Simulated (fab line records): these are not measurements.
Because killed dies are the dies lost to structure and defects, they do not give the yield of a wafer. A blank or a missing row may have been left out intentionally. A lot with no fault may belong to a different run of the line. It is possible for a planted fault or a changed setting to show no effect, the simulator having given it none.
Matching of chambers || flow nandHarc || pecvd-04 running NHARC_A_STAIRCASE_DEP_417: 3 sister chambers
The step deposits Si3N4, target thk 60 nm. 3 wafers are shown with their chamber, then 8 later ones without.

## EACH WAFER AND ITS CHAMBER
{"wafer": "L087.5", "chamber": 2, "heaterPowerW (W)": 622}
{"wafer": "L087.6", "chamber": 1, "heaterPowerW (W)": 574}
{"wafer": "L089.1", "chamber": 0, "heaterPowerW (W)": 838}

## WAFERS WITHOUT THEIR CHAMBER
{"wafer": "L089.3", "heaterPowerW (W)": 562}
{"wafer": "L089.4", "heaterPowerW (W)": 832}
{"wafer": "L088.4", "heaterPowerW (W)": 606}
{"wafer": "L088.5", "heaterPowerW (W)": 743}
{"wafer": "L088.6", "heaterPowerW (W)": 630}
{"wafer": "L096.1", "heaterPowerW (W)": 545}
{"wafer": "L096.3", "heaterPowerW (W)": 780}
{"wafer": "L096.4", "heaterPowerW (W)": 536}

## THE CHAMBER EACH PASSED THROUGH
{"wafer": "L089.3", "from the rows above": "can't be placed: 1 or 2", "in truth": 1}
{"wafer": "L089.4", "from the rows above": 0, "in truth": 0}
{"wafer": "L088.4", "from the rows above": "can't be placed: 2 or 1", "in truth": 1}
{"wafer": "L088.5", "from the rows above": "can't be placed: 0 or 2 or 1", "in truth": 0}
{"wafer": "L088.6", "from the rows above": "can't be placed: 2 or 1", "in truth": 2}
{"wafer": "L096.1", "from the rows above": "can't be placed: 1 or 2", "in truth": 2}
{"wafer": "L096.3", "from the rows above": 0, "in truth": 0}
{"wafer": "L096.4", "from the rows above": "can't be placed: 1 or 2", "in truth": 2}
Correct placement for 2 of the 8. From these rows, 6 cannot be placed; in 6 the true chamber is one of the candidates. Wrongly placed: 0.
How it was worked out, from the rows above alone: a wafer's distance from a chamber is the root of the sum, over the readings, of the square of ((its reading less the chamber's mean) divided by the reading's scatter). The wafer belongs to the nearest chamber; if the next one is less than 2 further off, it can't be placed. Each chamber's mean is taken over the wafers shown for it. The scatter: with one shown wafer a chamber, the root of the mean of the squares of how far each hidden wafer lies from its nearest shown one.
